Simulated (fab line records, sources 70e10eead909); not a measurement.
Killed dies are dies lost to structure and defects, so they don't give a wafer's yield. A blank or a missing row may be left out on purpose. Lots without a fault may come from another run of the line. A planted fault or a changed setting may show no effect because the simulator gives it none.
Which tool did it? | flow nand_harc | 6 lots, 18 wafers sampled, at 3 steps of a route of 1159

WHAT THE GAUGES READ, wafer by wafer
NHARC_END_SORT_01.
lot  | measured     | on        | killed_at_array
L977 | day 21 06:43 | prober-02 | 15 15 11
L983 | day 21 22:17 | prober-02 | 35 36 37
L987 | day 22 12:20 | prober-02 | 37 33 26
L989 | day 23 12:03 | prober-01 | 673
L992 | day 23 12:02 | prober-02 | 25 20 7
L994 | day 23 19:52 | prober-01 | 41 33 36

WHICH TOOL RAN EACH LOT (tool, then ch and the chambers of the sampled wafers, then the start)
lot  | NHARC_A_CHANNEL_HOLE_D1_ETCH_21  | NHARC_A_CHANNEL_HOLE_D1_ETCH_33
L977 | har_etch-02 ch 0,1, day 8 23:17  | har_etch-02 ch 0,1, day 9 02:46
L983 | har_etch-01 ch 0,1, day 10 05:36 | har_etch-01 ch 0,1, day 10 09:05
L987 | har_etch-02 ch 0,1, day 11 12:34 | har_etch-02 ch 0,1, day 11 16:06
L989 | har_etch-02 ch 0,1, day 12 04:16 | har_etch-02 ch 0,1, day 12 07:50
L992 | har_etch-02 ch 0,1, day 12 08:26 | har_etch-02 ch 0,1, day 12 11:59
L994 | har_etch-02 ch 0,1, day 13 05:05 | har_etch-02 ch 0,1, day 13 08:33
- NHARC_A_CHANNEL_HOLE_D1_ETCH_21: etches the open film in C4F8/O2/Ar, time 514.3 s, target depth 1600 nm.
- NHARC_A_CHANNEL_HOLE_D1_ETCH_33: etches the open film in C4F8/O2/Ar, time 90 s, target depth 400 nm.

THE ANSWER, worked out from the rows above alone
Rule: what is usual is taken from the lots themselves. Put in order of their means at a reading, lots are off if they are a third of the lots or fewer, leave a main group of 4 or more, and stand apart from it by a gap of 3 or more times the standard deviation of the main group's means; of several such gaps the widest counts. A main group whose means are all the same, to the digits that the tables above print for the reading, isn't used. A lot without any number at a reading at which 4 lots or more have one is off too. The other lots that the step has rows for count as sound.
Off: L989, at NHARC_END_SORT_01 (killed_at_array). The main group: mean 27, standard deviation 9.7.
A tool fits if, at a process step before that reading, it ran every lot that is off, and no sound lot after the first of them. The gauges at NHARC_END_SORT_01 are tried like those tools. None of those tried fits.

WHAT THE SIMULATOR HAD PUT IN
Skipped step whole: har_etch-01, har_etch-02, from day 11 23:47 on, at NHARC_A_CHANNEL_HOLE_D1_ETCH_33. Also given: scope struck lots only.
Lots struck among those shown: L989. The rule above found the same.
